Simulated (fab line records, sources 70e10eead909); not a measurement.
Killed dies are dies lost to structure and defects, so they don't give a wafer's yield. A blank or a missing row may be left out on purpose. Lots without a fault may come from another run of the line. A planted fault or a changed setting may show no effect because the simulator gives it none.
fab line records | flow nand_harc | part 2 of 2: steps 26 to 31 of 31
record lots=5 wafers=15 last_day=32
route steps=1302 shown A_ONON_D2@561 A_CHANNEL_HOLE_D2@570
lots that met no fault: from a run of the same line without faults
start_h: hours from the record's first day to the start of the lot's first wafer shown | wait_h: hours since the lot's step before | " the same as in the row above | L1.1+2: a row that stands for several wafers | - no value, or no start given | * or withheld: withheld | < > ~ a bound
route shown NAME@n: a module of which the file shows steps, and the number in the route of the first | usual: mean/standard deviation of fault-free wafers | same: alike in all rows | chamber/n: place in a boat | sites: the reading at each site | _std_site: their standard deviation | _edge_site: outer sites' mean less inner sites' | radius_mm: how far each site lies from the wafer's centre | mask NAME#n: copy n | behind: the tool/chamber that last shaped the wafer | hold: why the lot was held/for how many hours/how that ended | device: the transistor (n, p or np) that didn't switch | end of line: the same wafers' tests at the end of the route | a step without rows: its recipe alone | killed: dies lost to structure and defects at the first sort, not the wafer's yield | map: a wafer's dies, x killed, . not, _ none there
set.NAME: the setting as run; set.NAME@STEP: as run at that earlier step | model.NAME: the simulator's own value behind a step, which no gauge read
lots at some steps of the route; a table a step, a row a wafer
services: from which hour (start_h, from the record's first day; less than 0 if before it) a tool's chamber was out of use, for how many hours, and why
## steps
# step NHARC_A_CHANNEL_HOLE_D2_ETCH_39
# recipe target_depth_a=2600 over_etch_frac=0.3 time_s=325 ion_energy_ev=200 n2_flow_sccm=150 h2_flow_sccm=150 ar_flow_sccm=0 rf_w=400 bias_w=150 chemistry=N2/H2
# usual drypump_motor_current_A=5.6/0.3 h2_flow_sccm=150.0/0.43 oes_product_au=1.001/0.0098 rf_vpp_V=430.9/2.6 showerhead_plenum_p_Torr=2.05/0.089 throttle_valve_pct=14.171/0.0086
# columns lot.wafer tool chamber start_h wait_h drypump_motor_current_A h2_flow_sccm oes_product_au rf_hours_counter_h rf_vpp_V showerhead_plenum_p_Torr throttle_valve_pct
L075.4 rie_diel-01 1 - - 5.6 149.3 0.993 4.8 429.7 2.00 14.174
L075.3 " 2 " " 5.9 150.6 0.985 4.9 434.2 2.19 14.171
L075.5 " 1 " " 5.5 150.1 0.998 - 430.6 2.00 14.177
L092.3 rie_diel-10 1 - - 6.0 149.8 1.011 3.5 430.4 2.02 14.180
L092.2 " 2 " " 5.5 150.4 1.005 3.6 435.1 2.18 14.178
L092.1 " 3 " " 5.8 150.4 1.016 3.6 431.3 2.10 14.168
L093.1 rie_diel-01 1 - - 5.5 149.6 0.995 4.8 430.0 2.00 14.171
L093.5 " 2 " " 5.9 149.7 0.994 - 436.6 2.18 14.175
L093.4 " 3 " " 5.1 150.2 1.003 - 426.3 1.90 14.173
L094.2 rie_diel-02 3 - - 5.6 149.4 1.000 5.6 428.8 1.93 14.172
L094.3 " 2 " " 6.1 150.6 1.003 5.0 430.1 2.08 14.160
L094.6 " 3 " " 5.6 149.4 1.000 - 427.8 1.93 14.170
L095.2 rie_diel-10 2 - - 5.4 150.1 1.007 5.8 433.3 2.18 14.158
L095.5 " 2 " " 5.5 150.4 1.002 - 434.0 2.18 14.170
L095.6 " 1 " " 6.0 149.5 1.011 - 431.2 2.02 14.162
# step NHARC_A_CHANNEL_HOLE_D2_ETCH_34
# recipe target_depth_a=1540 time_s=77 cf4_flow_sccm=100 chf3_flow_sccm=30 ar_flow_sccm=0 rf_w=500 bias_w=200 chemistry=CF4/CHF3
# usual drypump_motor_current_A=5.6/0.3 oes_product_au=0.963/0.017 rf_vpp_V=371.0/2.3 showerhead_plenum_p_Torr=1.58/0.063 throttle_valve_pct=16.802/0.0091
# columns lot.wafer tool chamber start_h wait_h drypump_motor_current_A oes_product_au rf_hours_counter_h rf_vpp_V showerhead_plenum_p_Torr throttle_valve_pct
L075.3 rie_diel-01 0 - - 5.9 0.972 4.4 370.0 1.58 16.800
L075.4 " 1 " " 5.5 0.959 5.0 370.3 1.54 16.804
L075.5 " 1 " " 5.5 0.946 - 371.7 1.54 16.795
L092.2 rie_diel-10 0 - - 5.4 0.972 3.7 370.4 1.55 16.807
L092.3 " 1 " " 6.0 0.972 3.7 369.8 1.56 16.810
L092.1 " 2 " " 5.5 0.963 3.7 374.2 1.67 16.789
L093.1 rie_diel-01 3 - - 5.1 0.922 6.2 366.7 1.47 16.806
L093.5 " 1 " " 5.5 0.919 - 367.6 1.54 16.808
L093.4 " 3 " " 5.1 0.927 - 368.3 1.47 16.819
L094.3 rie_diel-02 1 - - 5.6 0.962 4.7 373.8 1.64 16.785
L094.2 " 2 " " 6.1 0.969 5.1 371.6 1.61 16.801
L094.6 " 3 " " 5.6 0.973 - 367.0 1.49 16.810
L095.2 rie_diel-10 2 - - 5.4 0.968 6.0 373.6 1.67 16.802
L095.5 " 2 " " 5.4 0.963 - 373.8 1.67 16.810
L095.6 " 3 " " 5.8 0.977 - 371.5 1.62 16.795
# step NHARC_A_CHANNEL_HOLE_D2_ETCH_16
# recipe target_depth_a=31000 over_etch_frac=0.3 time_s=806 ion_energy_ev=150 o2_flow_sccm=400 cos_flow_sccm=20 ar_flow_sccm=0 rf_w=500 bias_w=300 chemistry=O2/COS
# usual drypump_motor_current_A=5.6/0.3 oes_product_au=1.001/0.01 rf_vpp_V=314.5/2 showerhead_plenum_p_Torr=3.15/0.13 throttle_valve_pct=28.329/0.0082
# columns lot.wafer tool chamber start_h wait_h drypump_motor_current_A oes_product_au rf_hours_counter_h rf_vpp_V showerhead_plenum_p_Torr throttle_valve_pct
L075.3 rie_diel-01 3 - - 5.1 1.028 5.3 311.0 2.93 28.315
L075.4 " 1 " " 5.5 0.995 5.1 312.6 3.06 28.318
L075.5 " 0 " " 5.9 0.998 - 314.0 3.13 28.342
L092.1 rie_diel-10 1 - - 6.0 0.995 3.8 313.4 3.10 28.322
L092.2 " 2 " " 5.5 0.994 3.8 316.7 3.32 28.321
L092.3 " 0 " " 5.4 0.996 3.8 313.3 3.08 28.328
L093.1 rie_diel-01 3 - - 5.1 1.001 6.3 311.0 2.92 28.309
L093.5 " 2 " " 5.9 0.988 - 316.1 3.32 28.347
L093.4 " 3 " " 5.1 0.992 - 311.9 2.92 28.320
L094.2 rie_diel-02 2 - - 6.1 1.008 5.2 316.8 3.18 28.320
L094.3 " 0 " " 5.1 0.995 5.5 313.1 3.07 28.343
L094.6 " 3 " " 5.6 0.994 - 312.7 2.97 28.327
L095.2 rie_diel-10 1 - - 6.0 1.002 5.8 314.2 3.10 28.335
L095.5 " 3 " " 5.8 1.014 - 315.2 3.21 28.336
L095.6 " 1 " " 6.0 1.006 - 314.1 3.10 28.319
# step NHARC_A_CHANNEL_HOLE_D2_CD_MEAS_18
# usual cd_nm=99.4/2.1
# columns lot.wafer tool chamber start_h wait_h cd_nm
L075.3 cd_sem-02 - 315.64 - 99.1
L075.4 " - " " 99.6
L075.5 " - " " 101.8
L092.1 cd_sem-01 - 478.07 - 98.0
L092.2 " - " " 101.7
L092.3 " - " " 96.2
L093.1 cd_sem-02 - 489.67 - 97.1
L093.4 " - " " 98.5
L093.5 " - " " 99.4
L094.2 cd_sem-03 - 498.32 - 98.7
L094.3 " - " " 102.1
L094.6 " - " " 98.4
L095.2 cd_sem-03 - 508.12 - 98.9
L095.5 " - " " 97.2
L095.6 " - " " 98.2
# step NHARC_A_CHANNEL_HOLE_D2_ETCH_19
# recipe bias_v=1200 source_w=2500 pressure_mtorr=15 time_s=34.5 ar_flow_sccm=375 c4f8_flow_sccm=28.8 o2_flow_sccm=96.2 temp_c=-20 target_depth_a=* chemistry=C4F8/O2/Ar
# usual drypump_motor_current_A=6.1/0.44 showerhead_plenum_p_Torr=3.66/0.12 throttle_valve_pct=37.037/0.0084
# columns lot.wafer tool chamber start_h wait_h drypump_motor_current_A rf_hours_counter_h showerhead_plenum_p_Torr throttle_valve_pct
L075.3 har_etch-02 0 317.82 2.2 5.6 - 3.76 37.029
L075.4 " 1 " " 5.7 - 3.77 37.033
L075.5 " 1 " " 5.7 - 3.77 37.047
L092.1 har_etch-02 0 479.42 1.3 5.6 50 3.72 37.038
L092.2 " 1 " " 5.7 50 3.73 37.035
L092.3 " 0 " " 5.5 - 3.72 37.051
L093.1 har_etch-01 0 489.76 0.1 6.4 275 3.44 37.029
L093.4 " 1 " " 6.5 - 3.67 37.039
L093.5 " 1 " " 6.5 - 3.67 37.049
L094.2 har_etch-01 1 498.39 0.1 6.6 279 3.67 37.048
L094.3 " 0 " " 6.4 - 3.44 37.042
L094.6 " 0 " " 6.4 - 3.44 37.032
L095.2 har_etch-01 1 508.21 0.1 6.6 283 3.67 37.041
L095.6 " 0 " " 6.5 - 3.43 37.027
L095.5 " 1 " " 6.5 - 3.67 37.026
# step NHARC_A_CHANNEL_HOLE_D2_ETCH_20
# recipe bias_v=3000 source_w=withheld pressure_mtorr=20 time_s=361.9 ar_flow_sccm=375 c4f8_flow_sccm=89.3 o2_flow_sccm=35.7 temp_c=-20 target_depth_a=16000 chemistry=C4F8/O2/Ar
# usual drypump_motor_current_A=6.1/0.45 showerhead_plenum_p_Torr=3.62/0.12 throttle_valve_pct=32.155/0.0093
# columns lot.wafer tool chamber start_h wait_h drypump_motor_current_A rf_hours_counter_h showerhead_plenum_p_Torr throttle_valve_pct
L075.3 har_etch-02 0 317.99 0.2 5.6 - 3.72 32.169
L075.4 " 1 " " 5.7 - 3.73 32.164
L075.5 " 1 " " 5.7 - 3.73 32.161
L092.1 har_etch-02 0 479.54 0.1 5.6 50 3.68 32.141
L092.2 " 1 " " 5.6 50 3.69 32.160
L092.3 " 0 " " 5.6 - 3.68 32.142
L093.1 har_etch-01 0 489.91 0.1 6.5 275 3.41 32.155
L093.4 " 1 " " 6.7 - 3.63 32.155
L093.5 " 1 " " 6.6 - 3.63 32.156
L094.2 har_etch-01 1 498.50 0.1 6.6 279 3.63 32.160
L094.3 " 0 " " 6.4 - 3.41 32.135
L094.6 " 0 " " 6.5 - 3.41 32.165
L095.2 har_etch-01 1 508.36 0.1 6.6 283 3.63 32.159
L095.6 " 0 " " 6.4 - 3.40 32.161
L095.5 " 1 " " 6.6 - 3.63 32.132
## services
# columns tool chamber start_h hours kind
pecvd-01 1 295.95 13.5 repair
rie_diel-02 - 317.89 2.4 repair
litho_track-01 - 330.00 7.0 pm
rie_diel-02 0 348.58 9.7 repair
litho_track-06 - 354.00 7.0 pm
har_etch-01 - 362.35 4.3 repair
pecvd_onon-02 - 366.32 13.0 pm
rie_diel-01 0 367.01 23.5 repair
acl_dep-01 - 371.58 13.0 pm
har_etch-02 - 377.00 17.0 pm
litho_track-04 - 378.00 7.0 pm
rie_diel-01 - 380.82 9.0 pm
rie_diel-02 - 394.02 9.0 pm
arfi_scanner-01 - 414.39 6.4 repair
rie_diel-10 - 419.50 9.0 pm
arfi_scanner-01 - 424.00 4.0 pm
pecvd_onon-01 - 450.00 13.0 pm
pecvd-04 - 450.27 13.0 pm
arfi_scanner-01 - 467.84 3.5 repair
rie_diel-01 0 471.23 34.1 repair
pecvd_onon-01 - 484.97 2.6 repair
rie_diel-01 3 496.43 14.7 repair
rie_diel-10 0 502.17 7.8 repair
litho_track-01 - 505.00 7.0 pm
